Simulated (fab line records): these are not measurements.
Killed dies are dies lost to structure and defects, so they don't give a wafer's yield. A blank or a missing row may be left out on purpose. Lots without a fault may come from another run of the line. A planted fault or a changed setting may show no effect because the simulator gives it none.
A lot that was struck, set against a sound lot + flow nand harc + 13 steps out of a route of 1302
Sound: wafers L825.2, L825.3, L825.5. Wafers struck: L831.1, L831.5, L831.6. Last of all comes the cause.
Per side, at each step with rows, come the tool, then ch with its chambers, and then its first start. Under that, the readings that differ: sound wafers + struck wafers + difference of the means + sigmas: that difference in standard deviations of wafers without a fault.
alike: words and numbers the same on both sides, and readings whose means are apart by under 2 such deviations; not compared: readings that were withheld, readings missing a value for some wafer, numbers with overlapping values and no deviation given by the record, and bounds like >300 which may hide the same value.
The two part at a step that has a row with sigmas, a row that says differs or no value, or rows on one side only. Numbers that don't overlap but have no deviation are shown without sigmas and don't part them. Lack of a reading on every wafer of one side parts them only where that side has two or more wafers.

NHARC_P_CONTACT_DEP_30: deposits SiNx, target thk 30 nm.
  sound on pecvd-02 ch 0,1,2, day 8 17:34; struck on pecvd-03 ch 0,2, day 11 06:11
  alike: heater power w
NHARC_P_CONTACT_DEP_00: deposits SiO2, target thk 500 nm.
  sound: pecvd-02 ch 0,1,2; struck: pecvd-03 ch 0,2
  alike: heater power w, throttle valve pct
NHARC_P_CONTACT_CMP_01: polishes SiO2, target thk 200 nm.
  sound on cmp-02 ch 0,2,3, day 8 18:20; struck on cmp-04 ch 1,2,3, day 11 06:56
  alike: motor current A
  not compared: pad life wafers
then, 8 steps without rows for these wafers: NHARC_P_CONTACT_SRD_03; NHARC_P_CONTACT_DEHYDRATE_04 (time 120 s); NHARC_P_CONTACT_HMDS_05 (time 30 s); NHARC_P_CONTACT_COAT_33 (time 75 s); NHARC_P_CONTACT_COAT_34 (time 65 s); NHARC_P_CONTACT_COAT_06 (resist thk 90 nm); NHARC_P_CONTACT_SOFTBAKE_07 (time 55 s); NHARC_P_CONTACT_EBR_08.
NHARC_P_CONTACT_EXPOSE_09: exposes mask P CA, target cd 90 nm.
  struck on arfi scanner-02, day 11 07:35; sound on arfi scanner-03 ch 0, day 8 18:51
  no value came back on the struck wafers for exposure dose mJ cm2, focus offset nm (nm); on the sound wafers exposure dose mJ cm2 reads 81.2 81.2 81.1
  alike: mask
then, 1 step without rows for these wafers: NHARC_P_CONTACT_PEB_10 (peb time 65 s).

== WHERE THEY PART ==
NHARC_P_CONTACT_EXPOSE_09 only, going by this record.

WHY: what the simulator had put in
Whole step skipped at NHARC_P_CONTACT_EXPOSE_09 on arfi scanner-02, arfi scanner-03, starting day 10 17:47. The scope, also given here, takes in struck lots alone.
